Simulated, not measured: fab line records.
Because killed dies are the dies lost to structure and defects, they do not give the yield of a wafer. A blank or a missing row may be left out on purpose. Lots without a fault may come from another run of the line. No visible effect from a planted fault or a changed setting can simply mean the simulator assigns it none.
fab line records	flow n5Finfet
record lots=9	wafers=27	lastDay=19
route steps=1938 shown BEOL_M8@1348 PASSIVATION@1936
lots with no fault: from the same line, run without faults
startH: start of the lot's first displayed wafer, in hours after the record's first day	waitH: hours elapsed since this lot's preceding step	" identical to the entry in the row above	L1.1+2: several wafers, shown together as one row	- no value present, or no start provided	* or withheld: withheld	< > ~ a bound
route shown NAME@n: names a module that has steps shown in the file, with the first one's number in the route	usual: mean and standard deviation over wafers with no fault	same: alike in all rows	chamber/n: place in a boat	sites: each site's reading	_std_site: standard deviation of those values	_edge_site: inner sites' mean taken away from outer sites' mean	radiusMm: how far each site lies from the wafer's centre	mask NAME#n: copy n	behind: the last tool/chamber to shape the wafer	hold: cause of the lot's hold/its duration in hours/its outcome	device: whichever transistor did not switch (one of n, p or np)	end of line: the route-end tests of the same wafers	for a step that has no rows: nothing shown but its recipe	killed: dies lost to structure and defects at the first sort, not the wafer's yield	map: a wafer's dies, marking killed ones x, the rest . and places with no die _
set.NAME: the run value of the setting; set.NAME@STEP: its run value at that earlier step	model.NAME: the simulator's own value behind a step, which no gauge read
the route's steps for a sample of lots (tables are steps, rows are wafers)
services: when a tool's chamber went out of use (startH, in hours from the record's first day, below 0 if earlier), for how many hours, and the reason
## steps
# step N5_BEOL_M8_DESCUM_16
# recipe chemistry=O2	timeS=7.9	sourcePowerW=50	biasPowerW=20	pressureMtorr=20	rfFrequencyHz=2.712e+07	tempC=40	resist=CAR-ArF	o2FlowSccm=225
# usual biasPowerW=20.00/0.054	drypumpMotorCurrentA=5.8/0.41	oesProductAu=0.79/0.096	rfVppV=243.1/1.2	showerheadPlenumPTorr=2.09/0.04	throttleValvePct=20.34/0.2
lot.wafer	tool	chamber	startH	waitH	biasPowerW	drypumpMotorCurrentA	oesProductAu	rfHoursCounterH	rfVppV	showerheadPlenumPTorr	throttleValvePct
L497.3	rieDiel-02	1	327.77	0.0	20.02	5.7	0.69	235	242.4	2.05	20.56
L497.4	"	2	"	"	20.03	4.9	0.69	223	242.8	2.07	20.74
L497.6	"	2	"	"	20.03	4.9	0.70	-	243.7	2.07	20.75
L498.2	rieDiel-04	1	329.63	0.0	20.11	5.3	0.95	5	243.5	2.13	19.99
L498.3	"	2	"	"	19.92	6.2	0.69	239	244.0	2.07	20.53
L498.6	"	3	"	"	19.91	5.3	0.93	-	244.5	2.13	20.24
L500.3	rieDiel-05	0	342.15	0.2	20.02	6.1	0.70	189	243.1	2.08	20.54
L500.5	"	3	"	"	20.04	5.5	0.70	-	244.1	2.15	20.40
L500.6	"	1	"	"	19.93	6.3	0.79	-	241.2	2.03	20.24
L499.3	rieDiel-04	2	347.53	0.0	19.99	6.2	0.69	246	242.3	2.07	20.53
L499.4	"	0	"	"	19.99	6.0	0.88	30	244.6	2.05	20.06
L499.6	"	0	"	"	20.00	6.0	0.86	-	244.0	2.05	20.05
L501.2	rieDiel-05	1	347.72	0.1	20.00	6.3	0.80	99	241.1	2.03	20.23
L501.4	"	1	"	"	20.10	6.3	0.80	-	240.2	2.03	20.25
L501.5	"	0	"	"	20.00	6.1	0.70	-	242.1	2.08	20.54
L502.2	rieDiel-02	3	351.62	0.4	19.96	5.8	0.90	30	244.1	2.12	20.22
L502.4	"	0	"	"	20.02	6.2	0.78	129	242.2	2.10	20.46
L502.5	"	3	"	"	19.99	5.8	0.90	-	245.4	2.12	20.21
L503.1	rieDiel-04	1	354.85	0.1	20.10	5.4	0.92	14	243.6	2.13	20.01
L503.3	"	3	"	"	20.04	5.3	0.91	24	244.1	2.13	20.25
L503.4	"	0	"	"	20.07	6.0	0.88	32	242.6	2.05	20.06
L491.1	rieDiel-04	2	384.74	0.2	19.98	6.2	0.99	3	241.1	2.06	20.19
L491.2	"	1	"	"	20.06	5.3	0.90	27	243.9	2.13	20.04
L491.6	"	0	"	"	20.03	6.0	0.85	-	242.2	2.04	20.05
L509.1	rieDiel-02	3	385.15	0.0	19.95	5.8	0.88	44	244.3	2.12	20.24
L509.2	"	0	"	"	20.02	6.2	0.77	142	243.7	2.10	20.49
L509.6	"	1	"	"	19.94	5.7	0.67	-	242.0	2.05	20.58
# step N5_BEOL_M8_ETCH_62
# recipe chemistry=N2/H2	target=SOC	targetDepthA=1100	overetchA=220	maskMaterial=SiARC	tempC=40	timeS=165	ionEnergyEv=200	pressureMtorr=30	sourceW=840	biasW=150	n2FlowSccm=200	h2FlowSccm=200
# usual drypumpMotorCurrentA=5.8/0.41	h2FlowSccm=200.0/0.59	oesProductAu=0.66/0.076	rfVppV=523.7/1.6	showerheadPlenumPTorr=2.54/0.054	throttleValvePct=17.74/0.22
lot.wafer	tool	chamber	startH	waitH	drypumpMotorCurrentA	h2FlowSccm	oesProductAu	rfHoursCounterH	rfVppV	showerheadPlenumPTorr	throttleValvePct
L497.3	rieDiel-02	1	327.86	0.0	5.7	200.0	0.58	235	523.9	2.51	18.03
L497.4	"	2	"	"	4.9	199.7	0.59	223	523.3	2.51	18.21
L497.6	"	2	"	"	4.9	201.0	0.58	-	522.3	2.51	18.21
L498.2	rieDiel-04	1	329.72	0.0	5.3	200.4	0.80	5	524.6	2.61	17.44
L498.3	"	2	"	"	6.3	200.1	0.60	239	522.1	2.50	17.88
L498.6	"	3	"	"	5.4	200.6	0.78	-	525.5	2.60	17.69
L500.3	rieDiel-05	0	342.24	0.0	6.1	199.8	0.59	189	522.2	2.52	17.93
L500.5	"	3	"	"	5.5	198.8	0.60	-	524.5	2.62	17.87
L500.6	"	1	"	"	6.3	200.5	0.66	-	522.0	2.46	17.50
L499.3	rieDiel-04	2	347.62	0.0	6.3	199.5	0.59	246	522.2	2.50	17.90
L499.4	"	0	"	"	6.0	200.1	0.74	30	522.9	2.49	17.48
L499.6	"	0	"	"	6.0	199.1	0.73	-	522.2	2.49	17.47
L501.2	rieDiel-05	1	347.81	0.0	6.3	200.9	0.67	99	521.1	2.46	17.52
L501.4	"	1	"	"	6.3	200.3	0.67	-	521.3	2.46	17.51
L501.5	"	0	"	"	6.1	199.6	0.60	-	522.7	2.52	17.93
L502.2	rieDiel-02	3	351.71	0.0	5.8	199.5	0.76	31	524.0	2.60	17.72
L502.4	"	0	"	"	6.2	200.4	0.67	129	524.4	2.54	17.80
L502.5	"	3	"	"	5.8	199.6	0.76	-	525.6	2.59	17.72
L503.1	rieDiel-04	1	354.94	0.0	5.3	200.0	0.78	14	525.7	2.60	17.44
L503.3	"	3	"	"	5.3	200.0	0.77	24	524.5	2.59	17.71
L503.4	"	0	"	"	6.0	199.8	0.73	32	523.1	2.49	17.48
L491.1	rieDiel-04	2	384.83	0.0	6.2	200.2	0.82	3	524.0	2.50	17.47
L491.2	"	1	"	"	5.3	199.4	0.75	27	524.5	2.60	17.47
L491.6	"	0	"	"	6.0	199.1	0.72	-	522.7	2.49	17.51
L509.1	rieDiel-02	3	385.24	0.0	5.8	200.2	0.74	44	526.3	2.59	17.75
L509.2	"	0	"	"	6.2	199.5	0.65	142	522.6	2.54	17.82
L509.6	"	1	"	"	5.7	199.6	0.58	-	524.0	2.50	18.08
# step N5_BEOL_M8_ETCH_72
# recipe chemistry=N2/H2	target=underlayer	targetDepthA=65	maskMaterial=CAR-EUV	timeS=5.2	ionEnergyEv=200	pressureMtorr=30	sourceW=840	biasW=150	n2FlowSccm=200	h2FlowSccm=200	ends=cleared
# usual drypumpMotorCurrentA=5.8/0.44	etchRfOnTimeS=5.19/0.082	h2FlowSccm=200.0/0.58	oesProductAu=0.67/0.083	rfVppV=523.8/2	showerheadPlenumPTorr=2.54/0.053	throttleValvePct=17.78/0.22
lot.wafer	tool	chamber	startH	waitH	drypumpMotorCurrentA	etchRfOnTimeS	h2FlowSccm	oesProductAu	rfHoursCounterH	rfVppV	showerheadPlenumPTorr	throttleValvePct
L497.3	rieDiel-05	0	329.53	0.0	6.1	5.22	201.0	0.60	182	522.4	2.53	17.94
L497.4	"	1	"	"	6.3	5.21	200.2	0.68	-	520.6	2.46	17.50
L497.6	"	0	"	"	6.1	5.25	200.7	0.60	-	523.1	2.53	17.93
L498.2	rieDiel-02	2	331.30	0.0	4.9	5.25	199.5	0.59	224	524.0	2.51	18.26
L498.3	"	1	"	"	5.6	5.22	199.1	0.59	236	524.0	2.51	18.07
L498.6	"	0	"	"	6.2	5.33	199.8	0.66	-	524.2	2.55	17.86
L500.3	rieDiel-05	0	343.33	0.0	6.1	5.21	199.5	0.59	189	522.4	2.52	17.95
L500.5	"	3	"	"	5.5	5.35	199.0	0.58	-	526.0	2.62	17.91
L500.6	"	1	"	"	6.3	5.17	199.8	0.67	-	522.8	2.46	17.52
L499.3	rieDiel-04	1	349.61	0.0	5.3	5.29	199.9	0.78	12	525.4	2.60	17.47
L499.4	"	2	"	"	6.2	5.17	200.3	0.59	246	521.8	2.50	17.93
L499.6	"	1	"	"	5.3	5.24	199.6	0.79	-	527.7	2.60	17.49
L501.2	rieDiel-05	3	349.73	0.0	5.5	5.47	180.8	0.58	231	524.7	2.55	17.36
L501.4	"	1	"	"	6.3	5.42	179.6	0.65	-	522.1	2.40	17.03
L501.5	"	3	"	"	5.5	5.56	180.7	0.57	-	526.5	2.55	17.36
L502.2	rieDiel-05	3	353.51	0.0	5.5	5.50	178.4	0.58	233	526.4	2.55	17.38
L502.4	"	3	"	"	5.5	5.46	179.5	0.58	-	526.1	2.55	17.38
L502.5	"	1	"	"	6.3	5.33	180.1	0.66	-	521.7	2.39	16.99
L503.1	rieDiel-05	0	357.31	0.0	6.1	5.30	180.2	0.58	196	523.3	2.46	17.43
L503.3	"	2	"	"	5.7	5.21	180.1	0.84	1	520.5	2.44	16.79
L503.4	"	1	"	"	6.3	5.35	180.2	0.66	103	520.7	2.39	17.01
L491.1	rieDiel-02	0	388.32	0.0	6.2	5.28	200.8	0.65	142	522.8	2.54	17.86
L491.2	"	3	"	"	5.8	5.16	199.6	0.75	45	525.9	2.59	17.77
L491.6	"	2	"	"	4.9	5.21	200.2	0.59	-	522.3	2.50	18.26
L509.1	rieDiel-04	1	388.63	0.0	5.3	5.17	200.5	0.74	29	524.0	2.60	17.48
L509.2	"	0	"	"	6.0	5.10	199.9	0.72	46	520.6	2.49	17.55
L509.6	"	1	"	"	5.3	5.18	200.1	0.75	-	525.9	2.60	17.51
# step N5_BEOL_M8_STRIP_80
# recipe chemistry=N2/H2	timeS=10	powerW=450	tempC=40	pressureMtorr=20	rfFrequencyHz=6e+07	biasPowerW=7	n2FlowSccm=200	h2FlowSccm=200
# usual biasPowerW=7.000/0.021	drypumpMotorCurrentA=5.8/0.44	oesProductAu=0.79/0.096	rfVppV=59.1/0.94	showerheadPlenumPTorr=2.54/0.053	throttleValvePct=23.55/0.24
lot.wafer	tool	chamber	startH	waitH	biasPowerW	drypumpMotorCurrentA	oesProductAu	rfHoursCounterH	rfVppV	showerheadPlenumPTorr	throttleValvePct
L497.3	rieDiel-05	0	-	-	6.984	6.1	0.70	182	57.9	2.52	23.70
L497.4	"	1	"	"	6.958	6.3	0.80	-	57.4	2.46	23.16
L497.6	"	0	"	"	7.005	6.1	0.70	-	59.5	2.52	23.69
L498.2	rieDiel-02	2	-	-	6.970	4.9	0.69	224	60.0	2.51	24.07
L498.3	"	1	"	"	6.999	5.7	0.68	236	60.5	2.51	23.83
L498.6	"	0	"	"	6.961	6.2	0.78	-	60.2	2.54	23.60
L500.3	rieDiel-05	0	-	-	7.012	6.1	0.70	190	60.5	2.52	23.72
L500.5	"	3	"	"	6.970	5.5	0.70	-	59.8	2.62	23.57
L500.6	"	1	"	"	7.013	6.3	0.80	-	58.5	2.45	23.19
L499.3	rieDiel-04	1	-	-	7.005	5.3	0.92	12	60.2	2.60	23.28
L499.4	"	2	"	"	6.995	6.3	0.69	246	61.0	2.49	23.56
L499.6	"	1	"	"	6.995	5.4	0.92	-	60.2	2.60	23.27
L501.2	rieDiel-05	3	-	-	6.988	5.5	0.69	231	59.4	2.61	23.58
L501.4	"	1	"	"	6.971	6.3	0.79	-	59.3	2.45	23.19
L501.5	"	3	"	"	6.978	5.5	0.70	-	58.1	2.61	23.57
L502.2	rieDiel-05	3	-	-	6.991	5.5	0.70	233	59.8	2.61	23.58
L502.4	"	3	"	"	6.987	5.5	0.71	-	58.3	2.61	23.56
L502.5	"	1	"	"	6.965	6.3	0.80	-	59.8	2.45	23.18
L503.1	rieDiel-05	0	-	-	7.008	6.1	0.70	197	59.6	2.52	23.72
L503.3	"	2	"	"	6.999	5.7	0.98	1	58.8	2.49	23.11
L503.4	"	1	"	"	6.992	6.3	0.79	103	57.7	2.45	23.19
L491.1	rieDiel-02	0	-	-	7.011	6.2	0.76	143	59.6	2.53	23.62
L491.2	"	3	"	"	6.993	5.8	0.87	45	59.9	2.58	23.64
L491.6	"	2	"	"	6.978	4.9	0.68	-	58.7	2.50	24.11
L509.1	rieDiel-04	1	-	-	7.024	5.3	0.89	29	59.8	2.59	23.31
L509.2	"	0	"	"	6.998	6.0	0.85	47	58.8	2.48	23.39
L509.6	"	1	"	"	6.995	5.3	0.89	-	58.6	2.59	23.31
# step N5_PASSIVATION_PROBE_49
# usual defectLimitedYield=90.8/1.7	killed_at_M0_to_M3=37/12	killed_at_M4_up=15/5.6	killedAtContacts=13/6.9	killedAtFrontEnd=40/11	killedAtOther=4/3.2	killedDies=109/20	killedOpen=73/15	killedShort=35/8.3	sort_bin_5_function=5.4/1.1	sort_bin_6_memory=3.5/0.73	sortNPass=1071/20	sortYieldPct=90.8/1.7
# same grossDies=1180	killedAtBackSide=0	sort_bin_4_leakage[%]=0	sort_bin_8_speed[%]=0
lot.wafer	tool	chamber	startH	waitH	defectLimitedYield[%]	killed_at_M0_to_M3	killed_at_M4_up	killedAtContacts	killedAtFrontEnd	killedAtOther	killedDies	killedOpen	killedShort	sort_bin_5_function[%]	sort_bin_6_memory[%]	sortNPass	sortYieldPct[%]
L499.3	prober-02	-	426.95	0.1	91.6	36	8	12	33	10	99	58	41	5.5	2.7	1081	91.6
L499.4	prober-02	-	427.00	0.2	90.8	41	11	21	34	1	108	64	42	5.4	3.4	1072	90.8
L499.6	prober-02	-	427.10	0.3	92.9	28	14	9	24	9	84	58	25	4.0	3.0	1096	92.9
# killed by level:class
L499.3 MOL_CONTACT_COAG:geometricParticle:open=10 BEOL_M0_SAQP:geometricParticle:short=10 FIN_SAQP:geometricParticle:open=8 BEOL_M2:geometricParticle:open=7 STI_FIN_REVEAL:geometricParticle:open=6 BEOL_M0_SAQP:geometricParticle:open=6 FIN_SAQP:geometricParticle:short=5 BEOL_M2:geometricParticle:short=5
L499.4 MOL_CONTACT_COAG:geometricParticle:open=14 BEOL_M0_SAQP:geometricParticle:open=12 BEOL_M0_SAQP:geometricParticle:short=11 GATE_CUT:geometricParticle:open=7 MOL_CONTACT_COAG:geometricParticle:short=7 BEOL_M2:geometricParticle:open=7 BEOL_M2:geometricParticle:short=5 BEOL_M5:geometricParticle:open=5
L499.6 BEOL_M2:geometricParticle:open=10 MOL_CONTACT_COAG:geometricParticle:open=7 BEOL_M0_SAQP:geometricParticle:open=7 BEOL_M4:geometricParticle:open=6 STI_FIN_REVEAL:geometricParticle:open=5 PASS1_DEP:geometricParticle:short=5 BEOL_M0_SAQP:geometricParticle:short=4 STARTING-WAFER:geometricParticle:open=4
## services
tool	chamber	startH	hours	kind
rieDiel-05	2	328.20	-	clean
rieDiel-05	2	328.20	-	consumableReplace:focusRing
rieDiel-05	2	328.20	26.1	scheduledDown
rieDiel-05	2	328.20	26.1	ventCycle
rieDiel-04	2	360.94	-	clean
rieDiel-04	2	360.94	-	consumableReplace:focusRing
rieDiel-04	2	360.94	16.2	scheduledDown
rieDiel-04	2	360.94	16.2	ventCycle
rieDiel-02	2	364.20	19.8	repair
rieDiel-02	1	387.70	4.1	repair
## key
firstSign step=N5_BEOL_M8_ETCH_72	reading=h2FlowSccm	direction=down	sigmas=35	usual=200.0	struck=179.9
effect step=N5_BEOL_M8_ETCH_72	reading=throttleValvePct	direction=down	sigmas=2.7	usual=*	struck=*
metAt N5_BEOL_M8_ETCH_72
struckLots L501,L502,L503
notActingAt N5_BEOL_M8_DESCUM_16,N5_BEOL_M8_ETCH_62,N5_BEOL_M8_STRIP_80
onsetBetween 343.33 349.73
fault kind=processParameterDrift	tool=rieDiel-05	chamber=-	onsetH=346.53	steps=N5_BEOL_M8_ETCH_72	channel=h2FlowSccm	offset=-20	shape=step	endH=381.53	actsIn=theseRecipesOnly	stated=200
